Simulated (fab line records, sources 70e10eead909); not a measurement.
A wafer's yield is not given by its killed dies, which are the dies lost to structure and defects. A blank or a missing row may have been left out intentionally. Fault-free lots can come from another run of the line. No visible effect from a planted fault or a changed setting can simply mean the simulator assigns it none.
A lot that was struck, set against a sound lot ; flow nand_harc ; 14 out of 1159 route steps
Sound: these wafers, L983.2, L983.5, L983.6. Struck: wafers L988.3, L988.5, L988.6. Last of all comes the cause.
Per side, at each step with rows, come the tool, then ch with its chambers, and then its first start. Under that, the readings that differ: sound wafers ; struck wafers ; difference of the means ; sigmas: that difference in standard deviations of wafers without a fault.
alike: words and numbers the same on both sides, and readings whose means are apart by under 2 such deviations; not compared: readings that were withheld, readings missing a value for some wafer, numbers with overlapping values and no deviation given by the record, and bounds like >300 which may hide the same value.
A row with sigmas, a row that says differs or no value, or rows on one side alone: a step with any of these is where the two part. Numbers that have no deviation but don't overlap get no sigmas and don't part them. A reading missing from all wafers of one side parts the sides only when that side holds two or more wafers.

NHARC_THIN_TSV_GRIND_00:
  sound on grinder-01 ch 0, day 21 05:18; struck on grinder-01 ch 0, day 22 09:59
  alike: motor_current_A
NHARC_THIN_TSV_CMP_01: polishes.
  sound on cmp-01 ch 0,1,2, day 21 06:23; struck on cmp-01 ch 0,1,2, day 22 10:52
  alike: motor_current_A
NHARC_THIN_TSV_THK_MEAS_02: measures by ir.
  struck on film_metro-01, day 22 11:05; sound on film_metro-02, day 21 06:35
  alike: thk_nm
then, 3 steps without rows for these wafers: NHARC_THIN_TSV_SRD_03; NHARC_THIN_TSV_PRECLEAN_41 (cleans in SC1); NHARC_THIN_TSV_SRD_42.
NHARC_THIN_TSV_DEP_43: deposits SiO2, target thk 1328.5 nm.
  sound on pecvd-01 ch 0,1,2, day 21 06:53; struck on pecvd-04 ch 0,1, day 22 11:23
  alike: throttle_valve_pct
then, 5 steps without rows for these wafers: NHARC_THIN_TSV_DEHYDRATE_04 (time 120 s); NHARC_THIN_TSV_HMDS_05 (time 30 s); NHARC_THIN_TSV_COAT_06; NHARC_THIN_TSV_SOFTBAKE_07 (time 95 s); NHARC_THIN_TSV_EBR_08.
NHARC_THIN_TSV_EXPOSE_09: exposes mask TSV.
  sound on krf_scanner-04 ch 0, day 21 07:29; struck on krf_scanner-04, day 22 11:59
  no value came back on the struck wafers for exposure_dose_mJ_cm2, focus_offset_nm (nm); on the sound wafers exposure_dose_mJ_cm2 reads 30.698 30.696 30.668
  alike: mask
then, 1 step without rows for these wafers: NHARC_THIN_TSV_PEB_10 (peb time 85 s).

## WHERE THEY PART
NHARC_THIN_TSV_EXPOSE_09 only, going by this record.

WHY: what had been put in by the simulator
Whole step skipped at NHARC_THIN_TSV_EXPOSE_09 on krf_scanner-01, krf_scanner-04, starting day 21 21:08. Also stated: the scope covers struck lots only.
